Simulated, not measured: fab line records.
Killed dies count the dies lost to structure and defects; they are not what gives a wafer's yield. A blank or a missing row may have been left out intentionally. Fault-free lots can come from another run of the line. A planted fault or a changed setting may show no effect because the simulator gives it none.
fab line records	flow nand_harc
[record] lots = 7	wafers = 21	last_day = 34
route steps=1302 shown P_M1@313 P_M2@318 END@1302
lots that met no fault: taken from a fault-free run of the same line
start_h: start of the lot's first displayed wafer, in hours after the record's first day	wait_h: time in hours since the lot's previous step	" repeats the value in the row above	L1.1+2: a single row standing in for several wafers	- value missing, or start not given	* or withheld: withheld	< > ~ a bound
route shown NAME@n: NAME is a module with steps in the file, n the number in the route of the first one	usual: average and standard deviation across the fault-free wafers	same: alike in all rows	chamber/n: place in a boat	sites: per-site readings	_std_site: standard deviation across them	_edge_site: the outer-site mean with the inner-site mean subtracted	radius_mm: for every site, how far away it sits from the centre of the wafer	mask NAME#n: copy n	behind: the tool/chamber that last shaped the wafer	hold: why the lot went on hold/how many hours it stayed there/how the hold came to an end	device: whichever transistor did not switch (one of n, p or np)	end of line: tests run on the same wafers once the route is complete	a step given without rows: its recipe and nothing more	killed: count of dies lost to structure and defects at first sort (not the wafer's yield)	map: a wafer's dies, x killed, . not, _ none there
set.NAME: setting as actually run; set.NAME@STEP: the setting as run at that earlier step	model.NAME: the simulator's own value behind a step, which no gauge read
a table for each step, a row for each wafer; lots at some steps of the route
services: a tool's chamber out of use, with start hour (start_h, from the record's first day; less than 0 if before it), hours out, and reason
[[steps]]
[step NHARC_P_M1_SRD_25]
[step NHARC_P_M1_INSPECT_27]
[usual] raw_defect_count = 323/120
lot.wafer	tool	chamber	start_h	wait_h	raw_defect_count
L980.3	defect_inspect-01	-	180.46	0.0	375
L980.5	"	-	"	"	271
L980.6	"	-	"	"	321
L983.2	defect_inspect-02	-	211.33	0.0	156
L983.4	"	-	"	"	168
L983.6	"	-	"	"	330
L986.1	defect_inspect-02	-	240.62	0.0	429
L986.2	"	-	"	"	477
L986.6	"	-	"	"	447
L988.3	defect_inspect-02	-	254.71	0.0	283
L988.5	"	-	"	"	197
L988.6	"	-	"	"	308
L989.1	defect_inspect-01	-	273.58	0.0	591
L989.2	"	-	"	"	268
L989.5	"	-	"	"	311
L997.2	defect_inspect-01	-	346.76	0.0	177
L997.5	"	-	"	"	333
L997.6	"	-	"	"	234
L998.1	defect_inspect-01	-	365.83	0.0	285
L998.3	"	-	"	"	551
L998.4	"	-	"	"	315
[step NHARC_P_M1_PRE_CLEAN_32]
[recipe] time_s = 12	temp_c = 370	rf_power_w = 300	gas = NH3
[usual] heater_power_w = 625/64	susceptor_temp_C = 370.01/0.23
lot.wafer	tool	chamber	start_h	wait_h	heater_power_w	susceptor_temp_C
L980.3	pecvd-01	2	180.59	0.1	589	369.82
L980.5	"	0	"	"	730	370.17
L980.6	"	2	"	"	607	370.17
L983.2	pecvd-04	0	211.41	0.1	727	370.03
L983.6	"	2	"	"	562	369.74
L983.4	"	0	"	"	729	370.06
L986.1	pecvd-01	0	240.69	0.1	658	369.82
L986.2	"	1	"	"	621	369.95
L986.6	"	2	"	"	557	370.08
L988.3	pecvd-03	0	254.80	0.1	648	369.83
L988.6	"	1	"	"	598	369.82
L988.5	"	0	"	"	671	370.20
L989.2	pecvd-01	2	273.67	0.1	560	369.62
L989.1	"	0	"	"	627	370.83
L989.5	"	1	"	"	582	370.22
L997.2	pecvd-01	2	346.84	0.1	545	369.86
L997.6	"	1	"	"	608	369.73
L997.5	"	0	"	"	593	369.93
L998.3	pecvd-03	0	365.91	0.1	661	370.02
L998.1	"	1	"	"	593	370.27
L998.4	"	1	"	"	603	369.90
[step NHARC_P_M1_DEP_33]
[recipe] target_thk_a = 300	temp_c = 370	target_thk_nm = 30	pressure_torr = 3	flow_sccm = 200	rf_w = 450	material = SiCN
[usual] heater_power_w = 577/69	susceptor_temp_C = 370.00/0.22
lot.wafer	tool	chamber	start_h	wait_h	heater_power_w	susceptor_temp_C
L980.3	pecvd-01	2	180.84	0.2	528	370.09
L980.5	"	0	"	"	649	369.82
L980.6	"	2	"	"	528	370.06
L983.2	pecvd-04	0	211.51	0.1	632	370.15
L983.6	"	2	"	"	493	369.90
L983.4	"	0	"	"	639	369.82
L986.1	pecvd-01	0	240.77	0.1	603	369.97
L986.2	"	1	"	"	583	370.36
L986.6	"	2	"	"	504	370.01
L988.3	pecvd-03	0	254.94	0.1	655	370.19
L988.6	"	1	"	"	476	370.01
L988.5	"	0	"	"	659	370.13
L989.2	pecvd-01	2	273.77	0.1	480	369.94
L989.1	"	0	"	"	673	369.62
L989.5	"	1	"	"	610	369.94
L997.2	pecvd-01	2	346.95	0.1	455	370.08
L997.6	"	1	"	"	516	370.16
L997.5	"	0	"	"	605	369.40
L998.3	pecvd-03	0	366.02	0.1	629	369.92
L998.1	"	1	"	"	588	370.36
L998.4	"	1	"	"	580	370.20
[step NHARC_P_M2_DEP_00]
[recipe] target_thk_a = 1825	target_thk_nm = 182.5	temp_c = withheld	pressure_torr = 5	flow_sccm = 200	rf_w = 600	material = SiOC
[step NHARC_P_M2_DEHYDRATE_01]
[recipe] temp_c = 150	time_s = 120
[step NHARC_P_M2_HMDS_02]
[recipe] time_s = 30
[step NHARC_P_M2_COAT_34]
[recipe] temp_c = 200	time_s = 65
[step NHARC_P_M2_COAT_03]
[recipe] spin_rpm = 1500	resist_thk_nm = 90
[step NHARC_P_M2_SOFTBAKE_04]
[recipe] temp_c = 105	time_s = 55
[step NHARC_P_M2_EBR_05]
[step NHARC_P_M2_EXPOSE_06]
[recipe] na = 1.35	target_cd_nm = 170	dose_mj = 80.78	mask_id = P_M2
[usual] exposure_dose_mJ_cm2 = 80.69/0.1	reticle_temp_C = 22.98/0.1
lot.wafer	tool	chamber	start_h	wait_h	mask	exposure_dose_mJ_cm2	reticle_temp_C
L980.3	arfi_scanner-02	0	181.90	-	P_M2#0	80.57	23.02
L980.5	"	0	"	"	P_M2#0	80.64	23.00
L980.6	"	0	"	"	P_M2#0	80.72	22.87
L983.2	arfi_scanner-03	0	212.45	-	P_M2#0	80.70	23.08
L983.4	"	0	"	"	P_M2#0	80.67	23.09
L983.6	"	0	"	"	P_M2#0	80.75	23.05
L986.1	arfi_scanner-02	0	241.75	-	P_M2#0	96.50	22.91
L986.2	"	0	"	"	P_M2#0	96.63	22.93
L986.6	"	0	"	"	P_M2#0	96.43	23.07
L988.3	arfi_scanner-02	0	255.97	-	P_M2#0	93.38	22.72
L988.5	"	0	"	"	P_M2#0	93.35	22.87
L988.6	"	0	"	"	P_M2#0	93.38	22.79
L989.1	arfi_scanner-02	0	274.84	-	P_M2#0	90.78	22.87
L989.2	"	0	"	"	P_M2#0	90.82	22.81
L989.5	"	0	"	"	P_M2#0	90.78	22.91
L997.2	arfi_scanner-01	0	347.89	-	P_M2#0	80.70	23.00
L997.5	"	0	"	"	P_M2#0	80.65	23.10
L997.6	"	0	"	"	P_M2#0	80.68	22.98
L998.1	arfi_scanner-01	0	366.96	-	P_M2#0	80.83	23.06
L998.3	"	0	"	"	P_M2#0	80.76	22.98
L998.4	"	0	"	"	P_M2#0	80.82	23.01
[step NHARC_P_M2_PEB_07]
[recipe] peb_temp_c = 100	peb_time_s = 65
[step NHARC_P_M2_DEVELOP_08]
[recipe] develop_time_s = 35	dev_temp_c = 23
[step NHARC_P_M2_CD_MEAS_09]
[recipe] target_cd_nm = 170	landing_energy_ev = 500
[usual] cd_nm = 170.1/0.85
lot.wafer	tool	chamber	start_h	wait_h	cd_nm
L980.3	cd_sem-03	0	182.03	-	169.4
L980.5	"	0	"	"	170.9
L980.6	"	0	"	"	170.9
L983.2	cd_sem-03	0	212.59	-	170.0
L983.4	"	0	"	"	170.1
L983.6	"	0	"	"	169.6
L986.1	cd_sem-01	0	241.89	-	180.3
L986.2	"	0	"	"	180.1
L986.6	"	0	"	"	181.3
L988.3	cd_sem-03	0	256.11	-	178.8
L988.5	"	0	"	"	177.8
L988.6	"	0	"	"	179.0
L989.1	cd_sem-01	0	274.97	-	176.4
L989.2	"	0	"	"	176.6
L989.5	"	0	"	"	176.9
L997.2	cd_sem-03	0	348.03	-	169.8
L997.5	"	0	"	"	171.3
L997.6	"	0	"	"	170.1
L998.1	cd_sem-03	0	367.10	-	171.0
L998.3	"	0	"	"	170.0
L998.4	"	0	"	"	171.6
[step NHARC_P_M2_OVL_MEAS_10]
[recipe] pitch_nm = 340
[usual] overlay_x_nm = 0.0/1	overlay_y_nm = 0.0/1.1
lot.wafer	tool	chamber	start_h	wait_h	overlay_x_nm	overlay_y_nm
L980.3	overlay-02	-	182.12	-	0.7	-1.9
L980.5	"	-	"	"	0.4	-2.2
L980.6	"	-	"	"	0.2	-1.7
L983.2	overlay-02	-	212.68	-	1.0	-1.8
L983.4	"	-	"	"	0.7	-0.9
L983.6	"	-	"	"	0.7	-1.3
L986.1	overlay-01	-	241.98	-	-2.7	-0.6
L986.2	"	-	"	"	-2.4	-0.8
L986.6	"	-	"	"	-2.3	-0.2
L988.3	overlay-02	-	256.19	-	-1.1	0.8
L988.5	"	-	"	"	-0.9	0.5
L988.6	"	-	"	"	-1.1	0.7
L989.1	overlay-01	-	275.06	-	0.5	-2.1
L989.2	"	-	"	"	0.6	-2.0
L989.5	"	-	"	"	0.6	-2.1
L997.2	overlay-02	-	348.11	-	1.0	0.8
L997.5	"	-	"	"	1.4	0.7
L997.6	"	-	"	"	1.1	1.2
L998.1	overlay-02	-	367.19	-	-0.8	-0.3
L998.3	"	-	"	"	-0.6	-0.7
L998.4	"	-	"	"	-0.8	-0.5
[step NHARC_P_M2_INSPECT_11]
[usual] raw_defect_count = 4.6/2.6
lot.wafer	tool	chamber	start_h	wait_h	raw_defect_count
L980.3	defect_inspect-01	-	182.15	0.0	3
L980.5	"	-	"	"	3
L980.6	"	-	"	"	8
L983.2	defect_inspect-02	-	212.71	0.0	5
L983.4	"	-	"	"	4
L983.6	"	-	"	"	8
L986.1	defect_inspect-02	-	242.02	0.0	7
L986.2	"	-	"	"	4
L986.6	"	-	"	"	3
L988.3	defect_inspect-01	-	256.23	0.0	2
L988.5	"	-	"	"	4
L988.6	"	-	"	"	4
L989.1	defect_inspect-01	-	275.10	0.0	4
L989.2	"	-	"	"	3
L989.5	"	-	"	"	6
L997.2	defect_inspect-01	-	348.15	0.0	6
L997.5	"	-	"	"	9
L997.6	"	-	"	"	0
L998.1	defect_inspect-01	-	367.23	0.0	5
L998.3	"	-	"	"	3
L998.4	"	-	"	"	2
[step NHARC_P_M2_DESCUM_14]
[recipe] time_s = 3	o2_flow_sccm = 200	ar_flow_sccm = 0	bias_power_w = 0	chemistry = O2
[usual] drypump_motor_current_A = 5.70/0.28	oes_product_au = 0.993/0.014	rf_vpp_V = 57.8/0.86	showerhead_plenum_p_Torr = 1.91/0.063	throttle_valve_pct = 11.311/0.0095
lot.wafer	tool	chamber	start_h	wait_h	drypump_motor_current_A	oes_product_au	rf_hours_counter_h	rf_vpp_V	showerhead_plenum_p_Torr	throttle_valve_pct	model.P_M2.cd_nm
L980.3	rie_diel-05	0	182.22	0.1	5.93	0.989	4	57.5	1.94	11.303	169.2
L980.5	"	3	"	"	5.63	0.989	-	58.3	1.93	11.312	170.2
L980.6	"	0	"	"	5.90	0.984	-	57.9	1.94	11.300	170.9
L983.4	rie_diel-05	2	212.79	0.1	5.69	1.000	7	57.3	1.92	11.323	169.2
L983.2	"	3	"	"	5.62	0.997	7	57.9	1.93	11.316	169.3
L983.6	"	0	"	"	5.91	0.986	-	57.5	1.94	11.310	169.4
L986.2	rie_diel-13	3	242.08	0.1	5.40	0.966	4	58.3	2.00	11.318	179.9
L986.1	"	1	"	"	5.71	1.009	3	58.9	1.88	11.321	179.8
L986.6	"	3	"	"	5.42	0.967	-	57.8	2.01	11.334	180.2
L988.3	rie_diel-05	3	256.30	0.1	5.62	0.979	1	57.3	1.93	11.315	178.7
L988.5	"	2	"	"	5.74	0.982	-	57.0	1.92	11.306	177.5
L988.6	"	3	"	"	5.63	0.981	-	56.6	1.93	11.288	179.2
L989.1	rie_diel-01	1	275.18	0.1	5.44	0.965	3	57.8	1.92	11.312	177.2
L989.2	"	2	"	"	5.45	0.988	3	57.2	2.00	11.287	176
L989.5	"	3	"	"	6.20	1.016	-	57.3	1.81	11.332	177.3
L997.2	rie_diel-01	0	348.22	0.1	5.69	0.986	8	56.9	1.85	11.312	169.4
L997.6	"	3	"	"	6.20	1.010	-	56.5	1.81	11.305	170.4
L997.5	"	0	"	"	5.74	0.992	-	57.4	1.85	11.329	170.6
L998.3	rie_diel-05	1	367.29	0.1	5.29	0.982	8	58.2	1.98	11.303	169.9
L998.1	"	2	"	"	5.72	0.996	8	59.1	1.92	11.320	170.6
L998.4	"	3	"	"	5.63	0.998	8	57.7	1.93	11.314	171.3
[step NHARC_P_M2_ETCH_35]
[recipe] target_depth_a = 400	overetch_a = 120	time_s = 43.94	ion_energy_ev = 200	n2_flow_sccm = 150	h2_flow_sccm = 150	ar_flow_sccm = 0	rf_w = 400	bias_w = 150	chemistry = N2/H2
[usual] drypump_motor_current_A = 5.70/0.28	oes_product_au = 0.995/0.015	rf_vpp_V = 430.6/2	showerhead_plenum_p_Torr = 2.04/0.066	throttle_valve_pct = 14.171/0.009
lot.wafer	tool	chamber	start_h	wait_h	drypump_motor_current_A	oes_product_au	rf_hours_counter_h	rf_vpp_V	showerhead_plenum_p_Torr	throttle_valve_pct
L980.3	rie_diel-05	0	182.31	0.1	5.86	0.991	4	432.6	2.07	14.181
L980.6	"	2	"	"	5.71	1.000	-	432.5	2.05	14.192
L980.5	"	3	"	"	5.61	0.994	-	431.0	2.06	14.178
L983.2	rie_diel-05	2	212.87	0.1	5.73	1.007	7	430.2	2.05	14.181
L983.4	"	3	"	"	5.62	1.005	7	431.1	2.06	14.156
L983.6	"	1	"	"	5.32	0.987	-	431.7	2.11	14.167
L986.1	rie_diel-13	1	242.19	0.1	5.73	1.013	3	429.6	2.00	14.153
L986.2	"	2	"	"	5.94	0.996	3	428.6	1.93	14.171
L986.6	"	1	"	"	5.70	1.002	-	430.5	2.00	14.166
L988.3	rie_diel-05	0	256.38	0.1	5.90	0.979	1	431.8	2.07	14.168
L988.5	"	0	"	"	5.87	0.980	-	430.5	2.07	14.184
L988.6	"	1	"	"	5.30	0.977	-	432.0	2.11	14.160
L989.2	rie_diel-01	0	275.25	0.1	5.75	1.001	4	429.8	1.98	14.171
L989.1	"	2	"	"	5.44	0.988	3	433.5	2.13	14.162
L989.5	"	0	"	"	5.69	0.997	-	427.4	1.98	14.166
L997.2	rie_diel-01	0	348.30	0.1	5.71	1.007	8	429.4	1.97	14.179
L997.5	"	3	"	"	6.19	1.011	-	426.9	1.93	14.181
L997.6	"	0	"	"	5.72	0.998	-	427.8	1.97	14.165
L998.3	rie_diel-05	3	367.38	0.1	5.63	1.011	8	431.8	2.06	14.178
L998.4	"	1	"	"	5.28	0.990	8	432.0	2.11	14.164
L998.1	"	2	"	"	5.73	1.022	8	429.5	2.05	14.186
[step NHARC_P_M2_ETCH_15]
[recipe] target_depth_a = 1825	time_s = 91.2	c4f8_flow_sccm = withheld	ar_flow_sccm = 400	rf_w = 600	bias_w = 300	chemistry = C4F8/Ar
[usual] oes_product_au = 0.931/0.021	rf_vpp_V = 441.0/2
lot.wafer	tool	chamber	start_h	wait_h	oes_product_au	rf_hours_counter_h	rf_vpp_V
L980.3	rie_diel-05	2	-	-	0.977	4	440.2
L980.5	"	3	"	"	0.964	-	442.6
L980.6	"	0	"	"	0.947	-	441.7
L983.2	rie_diel-05	2	-	-	0.923	7	441.4
L983.4	"	3	"	"	0.920	7	442.1
L983.6	"	1	"	"	0.912	-	443.4
L986.1	rie_diel-13	2	-	-	0.968	4	437.7
L986.2	"	3	"	"	0.922	4	443.7
L986.6	"	2	"	"	0.951	-	437.4
L988.3	rie_diel-05	1	-	-	0.893	1	444.2
L988.6	"	1	"	"	0.912	-	443.3
L988.5	"	2	"	"	0.910	-	440.1
L989.1	rie_diel-01	3	-	-	0.933	3	437.0
L989.2	"	1	"	"	0.907	3	442.6
L989.5	"	3	"	"	0.932	-	438.6
L997.2	rie_diel-01	2	-	-	0.920	7	444.2
L997.5	"	1	"	"	0.904	-	441.1
L997.6	"	2	"	"	0.911	-	443.1
L998.4	rie_diel-05	0	-	-	0.925	9	440.1
L998.3	"	2	"	"	0.930	8	441.2
L998.1	"	3	"	"	0.928	9	442.0
[step NHARC_P_M2_CD_MEAS_16]
[usual] cd_nm = 169.9/1
lot.wafer	tool	chamber	start_h	wait_h	cd_nm
L980.3	cd_sem-01	-	182.52	-	169.3
L980.5	"	-	"	"	170.4
L980.6	"	-	"	"	170.5
L983.2	cd_sem-03	-	213.09	-	169.0
L983.4	"	-	"	"	169.0
L983.6	"	-	"	"	169.0
L986.1	cd_sem-01	-	242.43	-	180.4
L986.2	"	-	"	"	180.1
L986.6	"	-	"	"	180.7
L988.3	cd_sem-03	-	256.60	-	178.5
L988.5	"	-	"	"	177.4
L988.6	"	-	"	"	179.5
L989.1	cd_sem-03	-	275.47	-	176.3
L989.2	"	-	"	"	175.8
L989.5	"	-	"	"	176.2
L997.2	cd_sem-02	-	348.52	-	169.2
L997.5	"	-	"	"	170.3
L997.6	"	-	"	"	170.3
L998.1	cd_sem-03	-	367.60	-	170.5
L998.3	"	-	"	"	169.5
L998.4	"	-	"	"	171.0
[step NHARC_P_M2_STRIP_18]
[recipe] power_w = 1000	n2_flow_sccm = 150	h2_flow_sccm = 150	ar_flow_sccm = 0	bias_w = 0	chemistry = N2/H2
[usual] drypump_motor_current_A = 5.71/0.29	oes_product_au = 0.993/0.014	rf_vpp_V = 90.8/0.94	showerhead_plenum_p_Torr = 2.04/0.072	throttle_valve_pct = 14.172/0.0088
lot.wafer	tool	chamber	start_h	wait_h	drypump_motor_current_A	oes_product_au	rf_hours_counter_h	rf_vpp_V	showerhead_plenum_p_Torr	throttle_valve_pct
L980.3	rie_diel-13	3	182.62	0.1	5.39	0.974	0	92.2	2.14	14.178
L980.5	"	2	"	"	5.96	1.002	-	90.2	1.93	14.175
L980.6	"	3	"	"	5.40	0.965	-	90.3	2.14	14.145
L983.2	rie_diel-01	2	213.16	0.1	5.45	0.979	0	90.9	2.13	14.174
L983.6	"	0	"	"	5.68	0.993	-	89.8	1.98	14.167
L983.4	"	1	"	"	5.39	0.993	-	90.1	2.05	14.179
L986.2	rie_diel-05	2	242.50	0.1	5.70	0.996	0	89.2	2.05	14.174
L986.1	"	0	"	"	5.90	0.990	0	90.5	2.07	14.188
L986.6	"	3	"	"	5.63	0.987	-	91.4	2.06	14.175
L988.3	rie_diel-13	2	256.72	0.1	5.94	0.991	4	91.1	1.93	14.163
L988.6	"	0	"	"	6.20	1.001	-	90.3	2.08	14.170
L988.5	"	1	"	"	5.73	1.006	-	91.5	2.00	14.164
L989.2	rie_diel-05	1	275.54	0.1	5.35	0.962	3	90.7	2.11	14.165
L989.1	"	3	"	"	5.63	0.982	3	91.3	2.06	14.173
L989.5	"	1	"	"	5.32	0.967	-	91.2	2.11	14.188
L997.2	rie_diel-05	1	348.64	0.1	5.32	0.973	7	92.1	2.11	14.180
L997.6	"	3	"	"	5.63	0.990	-	89.8	2.06	14.166
L997.5	"	0	"	"	5.89	0.988	-	90.9	2.07	14.174
L998.4	rie_diel-13	1	367.67	0.1	5.73	0.993	0	91.2	2.00	14.180
L998.3	"	2	"	"	5.94	0.984	0	89.7	1.93	14.184
L998.1	"	3	"	"	5.36	0.978	0	91.6	2.14	14.189
[step NHARC_P_M2_ETCH_28]
[recipe] target_depth_a = 300	over_etch_frac = 0.3	time_s = 72.99	ion_energy_ev = 150	cf4_flow_sccm = 50	n2_flow_sccm = 100	ar_flow_sccm = 150	rf_w = 300	bias_w = 100	chemistry = CF4/N2
[usual] drypump_motor_current_A = 5.72/0.29	oes_product_au = 0.994/0.014	rf_vpp_V = 314.1/1.7	showerhead_plenum_p_Torr = 2.62/0.089	throttle_valve_pct = 19.794/0.0091
lot.wafer	tool	chamber	start_h	wait_h	drypump_motor_current_A	oes_product_au	rf_hours_counter_h	rf_vpp_V	showerhead_plenum_p_Torr	throttle_valve_pct	model.P_M2.cd_nm
L980.3	rie_diel-13	2	-	-	5.92	1.005	0	311.2	2.49	19.799	169.9
L980.6	"	2	"	"	5.97	0.991	-	312.2	2.49	19.783	171.4
L980.5	"	3	"	"	5.40	0.968	-	314.3	2.75	19.794	171.2
L983.2	rie_diel-01	1	-	-	5.42	0.986	0	315.0	2.64	19.792	170.1
L983.4	"	0	"	"	5.73	0.983	-	312.7	2.55	19.786	169.8
L983.6	"	1	"	"	5.39	0.995	-	314.3	2.64	19.786	170.5
L986.2	rie_diel-05	3	-	-	5.63	0.985	0	313.7	2.65	19.777	180.8
L986.1	"	0	"	"	5.90	0.990	0	314.4	2.66	19.809	181.1
L986.6	"	2	"	"	5.69	0.997	-	314.9	2.64	19.794	180.3
L988.3	rie_diel-13	2	-	-	5.98	0.995	4	311.3	2.49	19.803	179
L988.6	"	2	"	"	5.99	0.995	-	311.7	2.49	19.789	179.2
L988.5	"	3	"	"	5.38	0.978	-	316.4	2.74	19.786	176.9
L989.2	rie_diel-05	0	-	-	5.91	0.985	3	315.9	2.66	19.806	177.3
L989.1	"	1	"	"	5.33	0.983	3	315.4	2.71	19.810	175.7
L989.5	"	0	"	"	5.88	0.987	-	315.3	2.66	19.792	178.5
L997.2	rie_diel-05	0	-	-	5.91	0.995	8	313.5	2.66	19.794	170
L997.6	"	1	"	"	5.27	0.987	-	315.6	2.71	19.796	169.3
L997.5	"	2	"	"	5.73	1.023	-	313.8	2.63	19.793	171.4
L998.4	rie_diel-13	1	-	-	5.74	0.974	0	313.2	2.58	19.791	170
L998.1	"	3	"	"	5.40	0.983	0	317.7	2.74	19.785	170.4
L998.3	"	0	"	"	6.22	0.998	0	316.1	2.68	19.787	169.4
[step NHARC_P_M2_STRIP_19]
[recipe] time_s = 600	temp_c = 30	chemistry = post_etch_residue_remover
[step NHARC_END_SORT_01]
[recipe] temp_c = 25
[usual] defect_limited_yield = 91.1/2.8	killed_at_array = 55/19	killed_at_other = 0.9/1.4	killed_at_periphery = 3.8/2.9	killed_dies = 60/19	killed_open = 3.3/1.8	killed_short = 2.6/1.6
[same] gross_dies = 677
lot.wafer	tool	chamber	start_h	wait_h	defect_limited_yield[%]	killed_at_array	killed_at_other	killed_at_periphery	killed_dies	killed_open	killed_short
L983.2	prober-01	0	654.24	2.8	95.7	24	1	4	29	3	5
L983.4	prober-01	0	655.84	3.4	92.2	46	2	5	53	6	4
L983.6	prober-01	0	657.45	4.0	95.3	24	2	6	32	3	4
L986.1	prober-02	0	687.42	2.5	88.5	73	1	4	78	5	3
L986.2	prober-02	0	688.21	2.8	89.7	64	3	3	70	2	2
L986.6	prober-02	0	691.35	3.9	90.4	60	1	4	65	4	4
L988.5	prober-02	0	701.53	3.6	93.5	42	0	2	44	2	1
// killed by level:class
L983.2 A_CHANNEL_HOLE_D2:chamber_film_flake=12 A_ONON_D1:geometric_particle:short=2 A_M0:geometric_particle:short=2 P_STI:chamber_film_flake=2 A_ONON_D1:geometric_particle:open=1 A_CHANNEL_FILL_D1:geometric_particle:open=1 A_WL_FILL:geometric_particle:short=1 A_M0:geometric_particle:open=1
L983.4 A_CHANNEL_HOLE_D2:chamber_film_flake=23 A_CONTACT:chamber_film_flake=5 A_ONON_D2:geometric_particle:open=3 A_CHANNEL_FILL_D2:chamber_film_flake=3 A_SLIT:chamber_film_flake=3 P_M2:chamber_film_flake=2 A_CHANNEL_HOLE_D1:chamber_film_flake=2 THIN_TSV:chamber_film_flake=2
L983.6 A_CHANNEL_HOLE_D2:chamber_film_flake=14 A_CHANNEL_HOLE_D1:chamber_film_flake=3 P_GATE:chamber_film_flake=2 A_CONTACT:chamber_film_flake=2 P_STI:geometric_particle:short=1 P_CONTACT:geometric_particle:open=1 P_BONDPAD:geometric_particle:open=1 A_ONON_D1:geometric_particle:short=1
L986.1 A_CHANNEL_HOLE_D1:chamber_film_flake=29 A_SLIT:chamber_film_flake=24 A_WL_FILL:chamber_film_flake=5 P_GATE:chamber_film_flake=3 A_ONON_D1:geometric_particle:open=2 A_BLC:geometric_particle:open=2 A_STAIRCASE:chamber_film_flake=2 A_CONTACT:chamber_film_flake=2
L986.2 A_CHANNEL_HOLE_D1:chamber_film_flake=37 A_SLIT:chamber_film_flake=18 THIN_TSV:chamber_film_flake=3 A_STAIRCASE:chamber_film_flake=2 A_CONTACT:chamber_film_flake=2 P_ZERO_WELL:geometric_particle:short=1 A_DECK1_JOINT:geometric_particle:open=1 A_CHANNEL_FILL_D2:geometric_particle:open=1
L986.6 A_CHANNEL_HOLE_D1:chamber_film_flake=26 A_SLIT:chamber_film_flake=19 A_CHANNEL_FILL_D1:chamber_film_flake=4 A_ONON_D1:geometric_particle:short=3 P_M1:chamber_film_flake=2 A_CONTACT:chamber_film_flake=2 P_M0:geometric_particle:open=1 A_SOURCE_PLATE:geometric_particle:open=1
L988.5 A_SLIT:chamber_film_flake=19 A_CHANNEL_HOLE_D2:chamber_film_flake=11 A_CHANNEL_HOLE_D1:chamber_film_flake=7 P_M0:geometric_particle:open=1 A_ONON_D1:geometric_particle:short=1 A_CHANNEL_FILL_D1:geometric_particle:open=1 P_GATE:chamber_film_flake=1 A_CHANNEL_FILL_D1:chamber_film_flake=1
[[services]]
tool	chamber	start_h	hours	kind
rie_diel-05	2	157.39	2.0	repair
pecvd-01	1	159.98	32.9	repair
rie_diel-13	-	165.00	9.0	pm
pecvd-03	-	185.00	13.0	pm
pecvd-01	1	201.88	6.4	repair
rie_diel-01	-	203.80	9.0	pm
arfi_scanner-02	-	205.74	3.0	repair
arfi_scanner-02	-	223.96	1.9	repair
rie_diel-05	-	229.60	9.0	pm
rie_diel-13	0	229.93	25.6	repair
rie_diel-01	-	233.51	2.1	repair
rie_diel-05	1	242.36	7.3	repair
arfi_scanner-02	-	248.59	0.8	repair
rie_diel-05	-	250.50	0.3	repair
pecvd-01	-	255.51	1.1	repair
rie_diel-13	0	258.43	4.5	repair
rie_diel-13	0	270.06	1.5	repair
pecvd-01	-	311.00	13.0	pm
arfi_scanner-02	-	312.00	4.0	pm
rie_diel-01	3	324.84	8.7	repair
rie_diel-13	0	339.18	2.3	repair
rie_diel-13	-	342.00	9.0	pm
rie_diel-01	1	359.30	1.2	repair
pecvd-01	0	362.57	9.0	repair
[[key]]
[first_sign] step = NHARC_P_M2_EXPOSE_06	reading = exposure_dose_mJ_cm2	direction = up	sigmas = 99+	usual = 80.69	struck = 93.56
[effect] step = NHARC_P_M2_CD_MEAS_09	reading = cd_nm	direction = up	sigmas = 10	usual = 170.1	struck = 178.6	through = control_loop
[effect] step = NHARC_P_M2_CD_MEAS_16	reading = cd_nm	direction = up	sigmas = 8.1	usual = 169.9	struck = 178.3	through = control_loop
[model_effect] step = NHARC_P_M2_DESCUM_14	value = P_M2.cd_nm	without = 169.8	struck = 178.4
[model_effect] step = NHARC_P_M2_ETCH_28	value = P_M2.cd_nm	without = 170.1	struck = 178.8
met_at NHARC_P_M2_EXPOSE_06
struck_wafers L986.1,L986.2,L986.6,L988.3,L988.5,L988.6,L989.1,L989.2,L989.5
[loop_trim] step = NHARC_P_M2_EXPOSE_06	setting = dose	lots = L988,L989
onset_between 181.90 241.75
[fault] kind = process_parameter_drift	tool = arfi_scanner-02	chamber = -	onset_h = 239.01	steps = NHARC_P_M2_EXPOSE_06	channel = dose_mj	offset = 15.885	shape = step	acts_in = these_recipes_only	stated = 80.78
// loop_trim: a control loop set the setting to another value than it would have without faults
